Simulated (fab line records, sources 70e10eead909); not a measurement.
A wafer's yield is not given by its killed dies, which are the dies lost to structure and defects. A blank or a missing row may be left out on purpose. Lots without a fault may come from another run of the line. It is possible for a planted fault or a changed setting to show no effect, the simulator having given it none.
What tool caused it? -- flow nand harc -- Sampling: 13 lots, 39 wafers, 5 of 1302 route steps

WHAT THE GAUGES SHOWED, per wafer
NHARC_A_ONON_D2_THK_MEAS_08: measures by ellipsometry.
lot,measured,on,thk nm (nm)
L874,day 12 19:48,film metro-02,1005 1005 1005
L876,day 13 06:14,film metro-01,998 996 995
L877,day 13 08:53,film metro-01,1002 1001 999
L878,day 13 21:19,film metro-01,1001 998 999
L879,day 14 08:28,film metro-02,1012 1012 1012
L881,day 15 06:26,film metro-01,1003 1002 1002
L884,day 16 21:41,film metro-01,997 997 992
L886,day 17 11:40,film metro-02,1516 1518 1519
L887,day 17 20:43,film metro-02,1514 1514 1515
L891,day 19 03:58,film metro-02,990 989 990
L894,day 21 01:46,film metro-01,1003 1005 1003
L895,day 21 12:02,film metro-01,995 996 994
L896,day 21 21:13,film metro-01,1000 1000 999

NHARC_END_SORT_01.
lot,measured,on,killed at array,killed at other,killed at periphery,killed dies,killed open,killed short
L886,day 29 17:19,prober-02,672 673 669,1 1 1,4 3 7,677 677 677,5 4 6,3 4 4
L887,day 31 04:09,prober-01,673 671 673,1 0 1,3 6 3,677 677 677,5 2 4,4 0 4

WHAT TOOL EACH LOT RAN ON (gives the tool, then ch and the chambers of the sampled wafers, and finally the start)
lot,NHARC_A_DECK1_JOINT_ETCHBACK_07,NHARC_A_ONON_D2_DEP_06,NHARC_A_CHANNEL_HOLE_D2_DEP_00
L874,"rie si-01 ch 0,1,2, day 11 03:23","pecvd onon-01 ch 0, day 12 19:21","acl dep-01 ch 0, day 13 14:50"
L876,"rie si-01 ch 0,1,2, day 11 19:40","pecvd onon-02 ch 0, day 13 05:47","acl dep-02 ch 0, day 13 20:11"
L877,"rie si-01 ch 0,1, day 12 00:10","pecvd onon-01 ch 0, day 13 08:33","acl dep-01 ch 0, day 13 22:53"
L878,"rie si-06 ch 0,2,3, day 12 10:05","pecvd onon-01 ch 0, day 13 20:49","acl dep-02 ch 0, day 14 10:30"
L879,"rie si-06 ch 0,1,2, day 12 21:25","pecvd onon-01 ch 0, day 14 07:58","acl dep-03 ch 0, day 14 19:54"
L881,"rie si-06 ch 0,3, day 13 20:18","pecvd onon-01 ch 0, day 15 05:59","acl dep-03 ch 0, day 15 18:31"
L884,"rie si-06 ch 1,2,3, day 14 23:40","pecvd onon-02 ch 0, day 16 21:14","acl dep-02 ch 0, day 17 11:02"
L886,"rie si-01 ch 1,2, day 16 00:23","pecvd onon-01 ch 0, day 17 11:16",-
L887,"rie si-06 ch 0,3, day 16 08:42","pecvd onon-01 ch 0, day 17 20:19",-
L891,"rie si-01 ch 0,1,3, day 17 13:00","pecvd onon-03 ch 0, day 19 03:34","acl dep-01 ch 0, day 19 18:05"
L894,"rie si-01 ch 1,2,3, day 19 12:59","pecvd onon-01 ch 0, day 21 01:16","acl dep-01 ch 0, day 21 16:38"
L895,"rie si-05 ch 0,2,3, day 19 21:07","pecvd onon-01 ch 0, day 21 11:35","acl dep-01 ch 0, day 22 02:59"
L896,"rie si-01 ch 0,3, day 20 06:48","pecvd onon-01 ch 0, day 21 20:46","acl dep-02 ch 0, day 22 12:59"
- NHARC_A_DECK1_JOINT_ETCHBACK_07: etches the open film in HBr, target depth 105 nm, time 26.9 s.
- NHARC_A_ONON_D2_DEP_06: target thk 1000 nm.
- NHARC_A_CHANNEL_HOLE_D2_DEP_00: deposits aC, target thk 3100 nm.

AS READ BY THE TOOLS THEMSELVES (means over the sampled wafers that have a number; for cases with no such wafer, the mark the record gives instead)
NHARC_A_DECK1_JOINT_ETCHBACK_07.
lot,tool,chamber pressure mTorr (mTorr),drypump motor current A (A),hbr flow sccm (sccm),oes product au (a.u.),throttle valve pct (%)
L874,rie si-01,14.989,6.0,149.7,1.000,23.265
L876,rie si-01,15.015,6.0,150.0,1.003,23.266
L877,rie si-01,14.994,6.1,149.7,0.997,23.263
L878,rie si-06,14.989,6.2,149.9,0.997,23.269
L879,rie si-06,14.994,6.0,150.0,0.993,23.269
L881,rie si-06,14.997,5.9,150.3,0.997,23.260
L884,rie si-06,15.004,5.8,150.3,0.998,23.265
L886,rie si-01,15.001,6.2,150.4,1.000,23.258
L887,rie si-06,14.985,6.2,150.1,0.991,23.265
L891,rie si-01,14.998,5.5,150.2,0.993,23.266
L894,rie si-01,14.996,5.7,150.1,0.989,23.268
L895,rie si-05,15.005,5.5,150.2,1.003,23.272
L896,rie si-01,15.006,4.9,150.0,0.989,23.255

NHARC_A_ONON_D2_DEP_06.
lot,tool,n2o flow sccm (sccm),susceptor temp C (C)
L874,pecvd onon-01,2003,399.87
L876,pecvd onon-02,2003,399.89
L877,pecvd onon-01,2003,399.78
L878,pecvd onon-01,2005,399.88
L879,pecvd onon-01,2006,400.22
L881,pecvd onon-01,1991,400.14
L884,pecvd onon-02,2001,400.08
L886,pecvd onon-01,1995,399.98
L887,pecvd onon-01,1992,399.76
L891,pecvd onon-03,2003,399.93
L894,pecvd onon-01,1995,400.02
L895,pecvd onon-01,1994,399.94
L896,pecvd onon-01,2005,399.87

NHARC_A_CHANNEL_HOLE_D2_DEP_00.
lot,tool,susceptor temp C (C),throttle valve pct (%)
L874,acl dep-01,400.38,35.008
L876,acl dep-02,-,35.005
L877,acl dep-01,-,35.005
L878,acl dep-02,400.23,35.012
L879,acl dep-03,399.95,34.992
L881,acl dep-03,399.99,34.996
L884,acl dep-02,400.19,34.998
L891,acl dep-01,400.24,35.000
L894,acl dep-01,-,34.998
L895,acl dep-01,-,34.996
L896,acl dep-02,399.81,34.994

THE ANSWER, worked out from the rows above alone
Rule: usual is defined by the lots themselves. Put in order of their means at a reading, lots are off if they are a third of the lots or fewer, leave a main group of 4 or more, and stand apart from it by a gap of 3 or more times the standard deviation of the main group's means; of several such gaps the widest counts. A main group is skipped when, at the precision printed for the reading in the tables above, its means are all equal. A lot without any number at a reading at which 4 lots or more have one is off too. Any other lot the step has rows for is counted as sound. After the gauges, taken in route order, come the tools' own readings; for these a lot's mean is taken, as printed above. The first step at which some lot is off is used, and at that step the reading that is off furthest; a lot without a number counts as furthest.
Off, at NHARC_A_ONON_D2_THK_MEAS_08 on thk nm: L886, L887. The main group: mean 1000 nm, standard deviation 5.7.
A tool fits if, at a process step before that reading, it ran every lot that is off, and no sound lot after the first of them. The gauges at NHARC_A_ONON_D2_THK_MEAS_08 are tried like those tools. No candidate that was tried fits.

WHAT HAD BEEN PUT IN BY THE SIMULATOR
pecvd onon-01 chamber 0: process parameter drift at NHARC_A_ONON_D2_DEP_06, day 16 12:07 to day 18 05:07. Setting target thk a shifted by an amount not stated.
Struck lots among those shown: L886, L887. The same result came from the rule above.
